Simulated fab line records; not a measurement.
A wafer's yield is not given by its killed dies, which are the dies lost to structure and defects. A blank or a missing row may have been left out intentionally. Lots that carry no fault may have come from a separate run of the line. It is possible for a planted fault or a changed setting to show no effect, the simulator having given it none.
fab line records    flow n5Finfet
record lots=10  wafers=30  lastDay=18
route steps=1938 shown PMOS_HMC_CHANNEL_EPI@57 FIN_SAQP@113 FIN_CUT@165 PASSIVATION@1936
lots that met no fault: from a run of the same line without faults
startH: hours from the record's first day to the start of the lot's first wafer shown    waitH: hours elapsed since this lot's preceding step    " as in the row above    L1.1+2: several wafers, shown together as one row    - no value present, or no start provided    * or withheld: withheld    < > ~ a bound
route shown NAME@n: names a module that has steps shown in the file, with the first one's number in the route    usual: mean/standard deviation taken from wafers without a fault    same: alike in all rows    chamber/n: place in a boat    sites: each site's reading    _std_site: how widely they spread, as a standard deviation    _edge_site: mean of outer sites minus mean of inner sites    radiusMm: how far each site lies from the wafer's centre    mask NAME#n: copy n    behind: the most recent tool/chamber to have shaped the wafer    hold: why the lot was held/for how many hours/how that ended    device: the transistor (n, p or np) that didn't switch    end of line: tests run on the same wafers once the route is complete    a step given without rows: its recipe and nothing more    killed: count of dies lost to structure and defects at first sort (not the wafer's yield)    map: a wafer's dies, x killed, . not, _ none there
set.NAME: the setting that was run; set.NAME@STEP: the one run at that earlier step    model.NAME: the simulator's own value behind a step, which no gauge read
the route's steps for a sample of lots (tables are steps, rows are wafers)
services: from which hour (startH, from the record's first day; less than 0 if before it) a tool's chamber was out of use, for how many hours, and why
## steps
# step N5_PMOS_HMC_CHANNEL_EPI_HM_DEP_34
# recipe material=SiO2  targetThkA=360  tempC=400  precursor=TEOS/O2  pressureTorr=6.5  rfW=900  teosFlowSccm=161.4  gas=O2  flowSccm=2650  timeS=6.9
# usual heaterPowerW=588/110  showerheadPlenumPTorr=8.364/0.027  throttleValvePct=18.0/0.64
lot.wafer  tool      chamber  startH  waitH  heaterPowerW  showerheadPlenumPTorr  throttleValvePct
L513.2     pecvd-02  1        22.76   0.0    362           8.376                  17.6
L513.5     "         0        "       "      711           8.333                  17.6
L513.6     "         1        "       "      359           8.386                  17.9
L515.2     pecvd-01  1        35.30   0.0    705           8.386                  19.1
L515.3     "         2        "       "      542           8.377                  17.2
L515.4     "         0        "       "      763           8.350                  18.0
L520.2     pecvd-03  1        65.39   0.0    553           8.318                  18.0
L520.3     "         2        "       "      688           8.385                  17.9
L520.6     "         0        "       "      510           8.387                  18.7
L523.4     pecvd-02  1        83.05   0.0    332           8.385                  17.9
L523.5     "         2        "       "      690           8.368                  16.9
L523.6     "         0        "       "      729           8.387                  17.7
L526.1     pecvd-01  1        101.08  0.0    663           8.361                  19.5
L526.2     "         0        "       "      736           8.342                  18.1
L526.3     "         2        "       "      527           8.338                  17.4
L528.2     pecvd-02  2        112.69  0.0    629           8.350                  16.9
L528.3     "         0        "       "      731           8.347                  17.6
L528.5     "         2        "       "      635           8.355                  16.8
L532.1     pecvd-03  1        137.21  0.0    500           8.312                  18.2
L532.2     "         0        "       "      574           8.405                  18.9
L532.3     "         2        "       "      636           8.392                  17.6
L533.3     pecvd-02  0        144.02  0.0    671           8.362                  17.7
L533.5     "         1        "       "      367           8.389                  17.5
L533.6     "         0        "       "      657           8.355                  17.8
L534.2     pecvd-03  1        148.48  0.0    508           8.320                  18.5
L534.3     "         2        "       "      716           8.389                  17.8
L534.5     "         1        "       "      499           8.328                  18.4
L535.2     pecvd-03  1        154.64  0.0    465           8.335                  18.3
L535.4     "         0        "       "      586           8.392                  18.7
L535.5     "         1        "       "      458           8.325                  18.1
# step N5_PMOS_HMC_CHANNEL_EPI_OVL_MEAS_10
# recipe pointsPerWafer=44
# usual PMOS_HMC_BLK_OVL=0.0/0.78
lot.wafer  tool        chamber  startH  waitH  PMOS_HMC_BLK_OVL[nm]
L513.2     overlay-02  0        23.22   0.0    -1.2
L513.5     "           0        "       "      0.2
L513.6     "           0        "       "      -0.7
L515.2     overlay-01  0        35.74   0.0    -1.0
L515.3     "           0        "       "      -0.4
L515.4     "           0        "       "      1.4
L520.2     overlay-01  0        65.70   0.0    -0.2
L520.3     "           0        "       "      0.5
L520.6     "           0        "       "      -0.8
L523.4     overlay-02  0        83.38   0.1    0.8
L523.5     "           0        "       "      -0.5
L523.6     "           0        "       "      0.2
L526.1     overlay-02  0        101.52  0.0    -0.1
L526.2     "           0        "       "      0.7
L526.3     "           0        "       "      1.1
L528.2     overlay-02  0        113.00  0.0    -0.2
L528.3     "           0        "       "      -0.7
L528.5     "           0        "       "      -1.2
L532.1     overlay-01  0        137.64  0.0    0.4
L532.2     "           0        "       "      0.8
L532.3     "           0        "       "      -1.1
L533.3     overlay-02  0        144.33  0.0    -0.1
L533.5     "           0        "       "      0.3
L533.6     "           0        "       "      0.1
L534.2     overlay-01  0        148.81  0.0    0.1
L534.3     "           0        "       "      -0.5
L534.5     "           0        "       "      -0.1
L535.2     overlay-02  0        155.09  0.0    2.2
L535.4     "           0        "       "      1.6
L535.5     "           0        "       "      1.9
# step N5_PMOS_HMC_CHANNEL_EPI_FIN_RECESS_16
# recipe chemistry=HBr/Cl2  target=Si  maskMaterial=SiO2  targetDepthA=540  timeS=18  pressureMtorr=10  icpW=800  biasW=75  HBr_flow_sccm=150  Cl2_flow_sccm=80
# usual drypumpMotorCurrentA=5.7/0.47  mfcCl2Sccm=79.99/0.23  oesProductAu=0.986/0.019  throttleValvePct=35.7/0.34
lot.wafer  tool      chamber  startH  waitH  drypumpMotorCurrentA  mfcCl2Sccm  oesProductAu  rfHoursCounterH  throttleValvePct
L513.2     rieSi-06  0        24.07   0.0    5.9                   79.94       0.949         160              35.4
L513.5     "         1        "       "      6.4                   80.00       0.989         -                36.2
L513.6     "         0        "       "      5.9                   79.43       0.947         -                35.4
L515.2     rieSi-01  0        36.25   0.0    5.0                   80.25       0.978         147              35.4
L515.3     "         3        "       "      5.7                   80.16       0.979         33               35.9
L515.4     "         3        "       "      5.8                   79.66       0.982         -                35.9
L520.2     rieSi-01  3        66.68   0.0    5.8                   79.90       0.992         34               35.9
L520.3     "         1        "       "      5.2                   80.22       0.995         9                35.2
L520.6     "         2        "       "      5.8                   79.55       0.960         -                35.2
L523.4     rieSi-04  1        84.52   0.0    5.5                   79.88       0.968         86               35.3
L523.5     "         2        "       "      6.5                   79.95       1.006         -                36.2
L523.6     "         3        "       "      5.7                   80.13       0.972         -                35.6
L526.1     rieSi-01  3        102.03  0.0    5.8                   79.73       0.986         34               35.9
L526.2     "         2        "       "      5.8                   79.93       0.958         69               35.2
L526.3     "         1        "       "      5.2                   80.27       0.973         9                35.2
L528.2     rieSi-06  3        113.53  0.0    6.2                   80.00       1.026         156              36.0
L528.3     "         2        "       "      5.2                   80.38       1.002         0                35.7
L528.5     "         3        "       "      6.2                   80.04       1.013         -                36.0
L532.1     rieSi-06  2        138.16  0.0    5.2                   79.84       1.002         1                35.7
L532.2     "         3        "       "      6.2                   79.89       1.023         157              36.0
L532.3     "         0        "       "      5.9                   79.98       0.957         163              35.4
L533.3     rieSi-04  2        144.87  0.0    6.5                   80.06       1.022         21               36.1
L533.5     "         3        "       "      5.6                   80.13       0.985         -                35.6
L533.6     "         2        "       "      6.5                   79.59       1.006         -                36.2
L534.2     rieSi-04  0        149.57  0.0    5.5                   80.01       0.990         111              35.7
L534.3     "         2        "       "      6.5                   80.01       1.011         21               36.1
L534.5     "         1        "       "      5.5                   79.99       0.967         -                35.3
L535.2     rieSi-06  2        155.61  0.0    5.2                   80.21       0.992         1                35.7
L535.4     "         1        "       "      6.3                   80.19       0.991         46               36.2
L535.5     "         3        "       "      6.2                   79.89       0.997         -                36.0
# step N5_PMOS_HMC_CHANNEL_EPI_PRECLEAN_37
# recipe chemistry=O3/DIW  timeS=45  tempC=22  o3Ppm=10
lot.wafer   tool         chamber  startH  waitH
L513.2+5+6  wetBench-01  0,2,3    26.31   0.0
L515.2+3+4  wetBench-01  1,5,4    38.09   0.0
L520.2+3+6  wetBench-01  7,6,0    68.52   0.0
L523.4+5+6  wetBench-05  2,1,6    86.89   0.0
L526.1+2+3  wetBench-05  0,5,6    104.30  0.0
L528.2+3+5  wetBench-05  4,0,7    115.77  0.0
L532.1+2+3  wetBench-01  2,0,7    140.01  0.0
L533.3+5+6  wetBench-01  1,6,4    146.72  0.0
L534.2+3+5  wetBench-02  4,1,7    151.42  0.0
L535.2+4+5  wetBench-02  6,1,4    157.46  0.0
# step N5_PMOS_HMC_CHANNEL_EPI_INSPECT_30
# recipe inspectInstrument=darkfield  mode=postEpi
# usual rawDefectCount=20/6.2
lot.wafer  tool              chamber  startH  waitH  rawDefectCount
L513.2     defectInspect-01  -        26.75   0.0    22
L513.5     "                 -        "       "      14
L513.6     "                 -        "       "      12
L515.2     defectInspect-02  -        38.56   0.0    23
L515.3     "                 -        "       "      15
L515.4     "                 -        "       "      26
L520.2     defectInspect-02  -        70.24   1.1    25
L520.3     "                 -        "       "      14
L520.6     "                 -        "       "      21
L523.4     defectInspect-01  -        87.43   0.0    20
L523.5     "                 -        "       "      15
L523.6     "                 -        "       "      27
L526.1     defectInspect-01  -        104.74  0.0    27
L526.2     "                 -        "       "      19
L526.3     "                 -        "       "      31
L528.2     defectInspect-01  -        116.21  0.0    17
L528.3     "                 -        "       "      35
L528.5     "                 -        "       "      23
L532.1     defectInspect-01  -        140.45  0.0    900
L532.2     "                 -        "       "      873
L532.3     "                 -        "       "      901
L533.3     defectInspect-02  -        147.17  0.0    901
L533.5     "                 -        "       "      928
L533.6     "                 -        "       "      882
L534.2     defectInspect-01  -        151.96  0.0    23
L534.3     "                 -        "       "      17
L534.5     "                 -        "       "      23
L535.2     defectInspect-01  -        157.92  0.0    17
L535.4     "                 -        "       "      23
L535.5     "                 -        "       "      29
# step N5_FIN_SAQP_INSPECT_18
# recipe mode=adi  inspectInstrument=brightfield
# usual rawDefectCount=434/120
lot.wafer  tool              chamber  startH  waitH  rawDefectCount
L513.2     defectInspect-01  -        29.34   0.0    543
L513.5     "                 -        "       "      559
L513.6     "                 -        "       "      689
L515.2     defectInspect-02  -        39.87   0.0    334
L515.3     "                 -        "       "      285
L515.4     "                 -        "       "      314
L520.2     defectInspect-01  -        72.22   0.0    518
L520.3     "                 -        "       "      348
L520.6     "                 -        "       "      272
L523.4     defectInspect-02  -        90.78   0.0    440
L523.5     "                 -        "       "      259
L523.6     "                 -        "       "      299
L526.1     defectInspect-01  -        106.06  0.0    242
L526.2     "                 -        "       "      328
L526.3     "                 -        "       "      305
L528.2     defectInspect-02  -        117.59  0.0    364
L528.3     "                 -        "       "      373
L528.5     "                 -        "       "      453
L532.1     defectInspect-01  -        141.83  0.0    1179
L532.2     "                 -        "       "      1155
L532.3     "                 -        "       "      1185
L533.3     defectInspect-02  -        149.06  0.0    1217
L533.5     "                 -        "       "      1181
L533.6     "                 -        "       "      1289
L534.2     defectInspect-01  -        153.42  0.0    402
L534.3     "                 -        "       "      493
L534.5     "                 -        "       "      370
L535.2     defectInspect-01  -        159.31  0.0    333
L535.4     "                 -        "       "      460
L535.5     "                 -        "       "      442
# step N5_FIN_SAQP_INSPECT_40
# recipe inspectInstrument=brightfield  mode=aei
# usual rawDefectCount=221/63
lot.wafer  tool              chamber  startH  waitH  rawDefectCount
L513.2     defectInspect-02  -        33.89   0.0    229
L513.5     "                 -        "       "      170
L513.6     "                 -        "       "      169
L515.2     defectInspect-02  -        46.32   0.0    202
L515.3     "                 -        "       "      183
L515.4     "                 -        "       "      232
L520.2     defectInspect-02  -        76.90   0.0    219
L520.3     "                 -        "       "      149
L520.6     "                 -        "       "      186
L523.4     defectInspect-01  -        101.60  0.0    150
L523.5     "                 -        "       "      176
L523.6     "                 -        "       "      172
L526.1     defectInspect-02  -        110.89  0.0    190
L526.2     "                 -        "       "      286
L526.3     "                 -        "       "      194
L528.2     defectInspect-02  -        121.79  0.0    178
L528.3     "                 -        "       "      174
L528.5     "                 -        "       "      182
L532.1     defectInspect-02  -        148.39  0.0    1106
L532.2     "                 -        "       "      1010
L532.3     "                 -        "       "      1076
L533.3     defectInspect-01  -        153.54  0.0    1125
L533.5     "                 -        "       "      1106
L533.6     "                 -        "       "      1084
L534.2     defectInspect-01  -        157.90  0.0    223
L534.3     "                 -        "       "      223
L534.5     "                 -        "       "      214
L535.2     defectInspect-01  -        163.70  0.0    313
L535.4     "                 -        "       "      210
L535.5     "                 -        "       "      287
# step N5_FIN_CUT_INSPECT_10
# recipe mode=adi  inspectInstrument=brightfield
# usual rawDefectCount=40/11
lot.wafer  tool              chamber  startH  waitH  rawDefectCount
L513.2     defectInspect-02  -        34.28   0.0    44
L513.5     "                 -        "       "      20
L513.6     "                 -        "       "      34
L515.2     defectInspect-02  -        46.84   0.0    41
L515.3     "                 -        "       "      26
L515.4     "                 -        "       "      42
L520.2     defectInspect-01  -        77.41   0.0    35
L520.3     "                 -        "       "      41
L520.6     "                 -        "       "      37
L523.4     defectInspect-02  -        102.11  0.0    26
L523.5     "                 -        "       "      39
L523.6     "                 -        "       "      28
L526.1     defectInspect-02  -        111.28  0.1    36
L526.2     "                 -        "       "      42
L526.3     "                 -        "       "      42
L528.2     defectInspect-02  -        122.31  0.0    31
L528.3     "                 -        "       "      38
L528.5     "                 -        "       "      25
L532.1     defectInspect-02  -        148.78  0.1    919
L532.2     "                 -        "       "      876
L532.3     "                 -        "       "      927
L533.3     defectInspect-01  -        153.93  0.0    940
L533.5     "                 -        "       "      945
L533.6     "                 -        "       "      894
L534.2     defectInspect-01  -        158.41  0.0    42
L534.3     "                 -        "       "      27
L534.5     "                 -        "       "      44
L535.2     defectInspect-01  -        164.09  0.0    51
L535.4     "                 -        "       "      36
L535.5     "                 -        "       "      41
# step N5_PASSIVATION_PROBE_49
# usual killed_at_M0_to_M3=34/11  killed_at_M4_up=13/5.2  killedAtContacts=13/6.3  killedAtFrontEnd=40/14  killedAtOther=3.2/2.4  killedDies=104/19  killedOpen=69/14  killedShort=32/7.5
# same grossDies=1180  killedAtBackSide=0
lot.wafer  tool       chamber  startH  waitH  killed_at_M0_to_M3  killed_at_M4_up  killedAtContacts  killedAtFrontEnd  killedAtOther  killedDies  killedOpen  killedShort
L526.1     prober-02  -        347.40  0.0    39                  13               5                 64                4              125         90          32
L526.2     prober-02  -        347.45  0.1    49                  5                7                 88                5              154         99          53
L526.3     prober-02  -        347.50  0.1    62                  12               3                 44                6              127         80          42
L523.4     prober-02  -        358.62  0.2    28                  12               7                 33                1              81          36          42
L523.5     prober-02  -        358.67  0.2    27                  15               24                40                3              109         77          30
L523.6     prober-02  -        358.72  0.3    22                  9                21                30                0              82          56          26
L528.2     prober-01  -        385.02  0.1    38                  16               15                49                1              119         80          38
L532.1     prober-02  -        400.46  0.0    23                  6                20                181               1              231         56          32
L532.2     prober-02  -        400.51  0.1    44                  10               7                 157               0              218         61          31
L532.3     prober-02  -        400.56  0.1    36                  21               21                103               1              182         85          32
L533.3     prober-02  -        406.53  0.1    28                  17               4                 113               6              168         71          33
L533.5     prober-02  -        406.63  0.2    24                  10               3                 178               0              215         39          24
L533.6     prober-02  -        406.68  0.3    27                  4                11                152               4              198         54          29
# killed by level:class
L526.1 FIN_SAQP:geometricParticle:open=22 BEOL_M0_SAQP:geometricParticle:open=14 STI_FIN_REVEAL:geometricParticle:open=11 BEOL_M3:geometricParticle:open=9 GATE_CUT:geometricParticle:short=7 BEOL_M0_SAQP:geometricParticle:short=6 MOL_CONTACT_COAG:geometricParticle:open=5 ILD0:geometricParticle:open=5
L526.2 STI_FIN_REVEAL:geometricParticle:open=31 FIN_SAQP:geometricParticle:open=15 FIN_SAQP:geometricParticle:short=14 BEOL_M0_SAQP:geometricParticle:open=13 BEOL_M0_SAQP:geometricParticle:short=13 BEOL_M2:geometricParticle:open=10 STI_FIN_REVEAL:geometricParticle:short=7 BEOL_M1:geometricParticle:open=6
L526.3 BEOL_M0_SAQP:geometricParticle:short=21 BEOL_M0_SAQP:geometricParticle:open=19 FIN_SAQP:geometricParticle:open=10 STI_FIN_REVEAL:geometricParticle:open=10 BEOL_M4:geometricParticle:open=9 BEOL_M2:geometricParticle:open=8 FIN_SAQP:geometricParticle:short=5 BEOL_M1:geometricParticle:open=4
L523.4 FIN_SAQP:geometricParticle:short=10 BEOL_M0_SAQP:geometricParticle:short=9 STI_FIN_REVEAL:geometricParticle:open=6 MOL_CONTACT_COAG:geometricParticle:open=5 FIN_SAQP:geometricParticle:open=4 GATE_CUT:geometricParticle:short=4 BEOL_M0_SAQP:geometricParticle:open=4 BEOL_M2:geometricParticle:open=4
L523.5 MOL_CONTACT_COAG:geometricParticle:open=18 FIN_SAQP:geometricParticle:open=10 BEOL_M4:geometricParticle:open=7 FIN_SAQP:geometricParticle:short=6 STI_FIN_REVEAL:geometricParticle:open=6 BEOL_M0_SAQP:geometricParticle:open=6 BEOL_M0_SAQP:geometricParticle:short=6 BEOL_M2:geometricParticle:open=6
L523.6 MOL_CONTACT_COAG:geometricParticle:open=19 BEOL_M0_SAQP:geometricParticle:open=10 ILD0:geometricParticle:short=5 BEOL_M0_SAQP:geometricParticle:short=5 STI_FIN_REVEAL:geometricParticle:open=4 DUMMY_GATE:geometricParticle:open=3 ILD0:geometricParticle:open=3 GATE_CUT:geometricParticle:short=3
L528.2 BEOL_M0_SAQP:geometricParticle:open=15 FIN_SAQP:geometricParticle:open=14 MOL_CONTACT_COAG:geometricParticle:open=10 GATE_CUT:geometricParticle:short=9 BEOL_M0_SAQP:geometricParticle:short=9 BEOL_M4:geometricParticle:open=9 DUMMY_GATE:geometricParticle:open=8 FIN_SAQP:geometricParticle:short=5
L532.1 PMOS_HMC_CHANNEL_EPI:unspecified=142 MOL_CONTACT_COAG:geometricParticle:open=13 FIN_SAQP:geometricParticle:short=12 STI_FIN_REVEAL:geometricParticle:open=7 MOL_CONTACT_COAG:geometricParticle:short=7 FIN_SAQP:geometricParticle:open=6 BEOL_M2:geometricParticle:open=6 BEOL_M0_SAQP:geometricParticle:open=5
L532.2 PMOS_HMC_CHANNEL_EPI:unspecified=122 BEOL_M2:geometricParticle:open=15 BEOL_M0_SAQP:geometricParticle:short=10 BEOL_M1:geometricParticle:open=8 DUMMY_GATE:geometricParticle:open=6 MOL_CONTACT_COAG:geometricParticle:open=6 FIN_SAQP:geometricParticle:short=5 STI_FIN_REVEAL:geometricParticle:open=5
L532.3 PMOS_HMC_CHANNEL_EPI:unspecified=65 MOL_CONTACT_COAG:geometricParticle:open=16 BEOL_M2:geometricParticle:open=14 FIN_SAQP:geometricParticle:short=9 BEOL_M1:geometricParticle:open=9 STI_FIN_REVEAL:geometricParticle:open=8 FIN_SAQP:geometricParticle:open=7 DUMMY_GATE:geometricParticle:open=5
L533.3 PMOS_HMC_CHANNEL_EPI:unspecified=58 FIN_SAQP:geometricParticle:open=15 DUMMY_GATE:geometricParticle:open=12 BEOL_M3:geometricParticle:open=11 FIN_SAQP:geometricParticle:short=8 GATE_CUT:geometricParticle:short=5 MOL_CONTACT_COAG:geometricParticle:open=4 BEOL_M0_SAQP:geometricParticle:short=4
L533.5 PMOS_HMC_CHANNEL_EPI:unspecified=152 BEOL_M3:geometricParticle:open=9 FIN_SAQP:geometricParticle:short=8 BEOL_M3:geometricParticle:short=6 FIN_SAQP:geometricParticle:open=5 STARTING-WAFER:geometricParticle:open=5 MOL_CONTACT_COAG:geometricParticle:open=3 BEOL_M1:geometricParticle:open=3
L533.6 PMOS_HMC_CHANNEL_EPI:unspecified=115 MOL_CONTACT_COAG:geometricParticle:open=11 FIN_SAQP:geometricParticle:open=10 FIN_SAQP:geometricParticle:short=9 BEOL_M3:geometricParticle:open=7 DUMMY_GATE:geometricParticle:open=4 GATE_CUT:geometricParticle:short=4 BEOL_M1:geometricParticle:open=4
## services
tool         chamber  startH  hours  kind
rieSi-01     -        3.46    2.0    repair
pecvd-02     2        21.12   -      clean
pecvd-02     2        21.12   -      consumableReplace:showerhead
pecvd-02     2        21.12   29.0   scheduledDown
pecvd-02     2        21.12   29.0   ventCycle
rieSi-06     3        22.37   37.7   repair
pecvd-03     1        22.79   2.5    repair
pecvd-02     0        26.60   5.5    scheduledDown
rieSi-01     2        35.44   5.2    repair
pecvd-02     -        47.54   1.7    repair
wetBench-02  -        58.53   2.1    repair
rieSi-06     2        60.06   -      clean
rieSi-06     2        60.06   19.8   scheduledDown
rieSi-06     2        60.06   19.8   ventCycle
rieSi-04     3        66.80   8.6    repair
rieSi-01     -        95.36   2.8    pm
wetBench-05  -        100.65  3.1    repair
pecvd-01     0        102.08  2.1    scheduledDown
pecvd-01     1        126.99  2.1    scheduledDown
pecvd-01     -        127.62  5.5    pm
pecvd-02     1        139.84  2.1    scheduledDown
pecvd-03     0        147.79  2.1    scheduledDown
pecvd-03     2        149.92  5.5    scheduledDown
## key
firstSign step=N5_PMOS_HMC_CHANNEL_EPI_INSPECT_30  reading=rawDefectCount  direction=up  sigmas=99+  usual=20  struck=898
effect step=N5_FIN_SAQP_INSPECT_18  reading=rawDefectCount  direction=up  sigmas=6.2  usual=434  struck=1201
effect step=N5_FIN_SAQP_INSPECT_40  reading=rawDefectCount  direction=up  sigmas=14  usual=221  struck=1084
effect step=N5_FIN_CUT_INSPECT_10  reading=rawDefectCount  direction=up  sigmas=81  usual=40  struck=917
effect step=N5_PASSIVATION_PROBE_49  reading=killedAtFrontEnd  direction=up  sigmas=7.9  usual=40  struck=147
moreKillsBornAt N5_PMOS_HMC_CHANNEL_EPI_PRECLEAN_37@wetBench-01=654
metAt N5_PMOS_HMC_CHANNEL_EPI_PRECLEAN_37
struckLots L532,L533
testerLeftOut L532,L533
notActingAt N5_PMOS_HMC_CHANNEL_EPI_HM_DEP_34,N5_PMOS_HMC_CHANNEL_EPI_OVL_MEAS_10,N5_PMOS_HMC_CHANNEL_EPI_FIN_RECESS_16
onsetBetween 68.52 140.01
fault kind=chamberParticleSource  tool=wetBench-01  chamber=-  onsetH=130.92  steps=N5_PMOS_HMC_CHANNEL_EPI_PRECLEAN_37  ratePerVisitCm2=1.342  endH=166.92
# testerLeftOut: of these lots the tester's yield and bins aren't shown, on N5 and GAA mostly nor the transistor test; their killed dies are dies lost to structure and defects alone, not to doping, threshold or leakage, so they don't give the yield
